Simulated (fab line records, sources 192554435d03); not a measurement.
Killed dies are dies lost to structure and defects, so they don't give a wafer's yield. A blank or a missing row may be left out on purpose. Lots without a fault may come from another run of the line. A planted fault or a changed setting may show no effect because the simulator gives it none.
Chamber matching | flow n5_finfet | N5_ILD0_CMP_07 on cmp-02: 4 sister chambers
The step polishes SiO2 flowable, stops on poly-Si, t overpolish 1.18 s, target thk 138.88 nm. 8 wafers are shown with their chamber, then 11 later ones without.

WAFERS WITH THEIR CHAMBER
wafer  | chamber | motor_current_A (A) | slurry_flow_ml_min
L080.1 | 2       | 11.3                | 151.3
L080.3 | 3       | 13.1                | 150.2
L088.2 | 0       | 10.3                | 149.3
L088.3 | 3       | 13.0                | 150.9
L089.1 | 0       | 10.7                | 150.3
L089.4 | 1       | 13.5                | 149.5
L089.6 | 1       | 14.5                | 150.4
L091.3 | 2       | 11.2                | 150.4

WAFERS WITHOUT THEIR CHAMBER
wafer  | motor_current_A (A) | slurry_flow_ml_min
L091.4 | 13.2                | 149.4
L091.6 | 12.9                | 149.0
L092.1 | 11.7                | 150.4
L092.3 | 13.2                | 150.1
L092.6 | 13.1                | 149.9
L095.2 | 11.0                | 149.5
L095.3 | 10.9                | 150.2
L095.6 | 11.0                | 150.1
L097.3 | 10.5                | 149.8
L097.4 | 14.2                | 150.4
L097.6 | 13.8                | 150.7

WHICH CHAMBER EACH WENT THROUGH
wafer  | from the rows above     | in truth
L091.4 | can't be placed: 3 or 1 | 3
L091.6 | can't be placed: 3 or 1 | 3
L092.1 | can't be placed: 2 or 0 | 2
L092.3 | can't be placed: 3 or 1 | 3
L092.6 | can't be placed: 3 or 1 | 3
L095.2 | can't be placed: 0 or 2 | 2
L095.3 | can't be placed: 0 or 2 | 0
L095.6 | can't be placed: 2 or 0 | 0
L097.3 | 0                       | 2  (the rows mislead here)
L097.4 | 1                       | 1
L097.6 | can't be placed: 1 or 3 | 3
Placed correctly: 1 of 11. Can't be placed from these rows: 9 (the true chamber is among the candidates in 9). Placed wrongly: 1.
How it was worked out, from the rows above alone: a wafer's distance from a chamber is the root of the sum, over the readings, of the square of ((its reading less the chamber's mean) divided by the reading's scatter). The wafer belongs to the nearest chamber; if the next one is less than 2 further off, it can't be placed. A chamber's mean is the mean of its shown wafers. The scatter: the root of (the sum of the squares of (reading less its chamber's mean) over the shown wafers, divided by (wafers less chambers)).
